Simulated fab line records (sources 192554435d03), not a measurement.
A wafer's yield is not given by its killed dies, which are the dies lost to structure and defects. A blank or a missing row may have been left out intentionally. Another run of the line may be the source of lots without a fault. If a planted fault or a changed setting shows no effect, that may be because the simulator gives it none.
8D (eight disciplines) problem report, filled in by code | flow n5 finfet | the parts of the form that need people (team, actions taken, sign-off) are left out

== 1. THE ISSUE ==
At N5_GATE_CUT_CMP_23, platen rpm averages 53.85 rpm over 2 wafers from 2 lots, while fault-free wafers read 51.81 rpm, standard deviation 0.036. Measured from the usual mean, that is +57 standard deviations.
The step: polishes, stops on SiO2, t overpolish 23.4 s, target thk 16 nm.
First seen on wafer L809.6, day 7 15:34, on cmp-02. The record holds 27 wafers of 9 lots with a number at this step. Rule for "out", or "out of limits": more than 4 standard deviations from the usual mean. All remaining wafers that have a number are taken as sound.

== 2. WHAT IT IS; WHAT IT IS NOT ==
question                    | is               | is not
which readings at this step | platen rpm       | motor current A, overpolish run s, time to endpoint s
which lots                  | L809, L811       | L797, L798, L800, L803, L814, L817, L819
which wafers of those lots  | L809.6, L811.4   | L809.4, L809.5, L811.1, L811.6
read on which tools         | cmp-02           | cmp-01, cmp-04
when                        | from day 7 15:34 | up to then (14 sound wafers); but 11 sound wafers of L811, L814, L817, L819 came after

== 3. SUSPECTS, AND WHAT RULES EACH OUT ==
Counting: a tool at a process step up to the reading stays a suspect if it ran every lot that is out. Sound lots after the first of them don't rule it out here, since some wafers of a struck lot are sound.
- rie diel-03 at N5_GATE_CUT_ETCH_19 (etches SiNx in CH3F/O2, target depth 53.7 nm, time 76.7 s): kept. Ran every lot that is out, first one L809 (day 7 13:22); last sound lot up to then L803 (day 6 07:34).
- plasma asher-02 at N5_GATE_CUT_STRIP_21 (strips in N2/H2, time 30 s): kept. Ran every lot that is out, first one L809 (day 7 13:47); last sound lot up to then L798 (day 4 23:01).
- cmp-02 at N5_GATE_CUT_CMP_23 (polishes, stops on SiO2, t overpolish 23.4 s, target thk 16 nm): kept. Ran every lot that is out, first one L809 (day 7 15:34); last sound lot up to then L803 (day 6 09:40). Its own readings are out on those wafers: platen rpm.
- Within cmp-02 at N5_GATE_CUT_CMP_23: the wafers that are out ran in chamber 1; their sound lot-mates ran in chambers 0, 2.
rie diel-03 at N5_GATE_CUT_ETCH_19, plasma asher-02 at N5_GATE_CUT_STRIP_21 and cmp-02 at N5_GATE_CUT_CMP_23 are what is left after counting.

== 4. THE CAUSE (what the simulator had put in) ==
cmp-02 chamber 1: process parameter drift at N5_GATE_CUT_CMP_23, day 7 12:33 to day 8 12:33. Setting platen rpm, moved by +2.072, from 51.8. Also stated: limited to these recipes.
Counting leaves 3 suspects; this tool is one of them.

== 5. THE CHAIN OF EFFECTS, in route order ==
Each row: a reading where the mean over the struck wafers with a number is more than 3 standard deviations away from the usual. Readings are gone through only where the record gives a usual standard deviation; hours: the median, over the lots, of the time from a lot's start at the first step in this table giving one to that lot's start at this step; sigmas: the change measured in usual standard deviations.
hours | step               | reading    | usual     | on struck wafers | change | sigmas
0     | N5_GATE_CUT_CMP_23 | platen rpm | 51.81 rpm | 53.85            | +2.04  | +57
Here are the process steps it includes:
- N5_GATE_CUT_CMP_23: polishes, stops on SiO2, t overpolish 23.4 s, target thk 16 nm.
At these later measuring or inspecting steps, every struck wafer for which the step has a row has a number for every such reading, and none has moved that far: N5_GATE_CUT_INSPECT_26, N5_BEOL_M4_RC_MEAS_101.

== 6. WHAT WOULD HAVE CAUGHT IT SOONER ==
3 hours passed between the start of the fault at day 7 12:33 and the first reading out of limits in this record, taken at day 7 15:34.
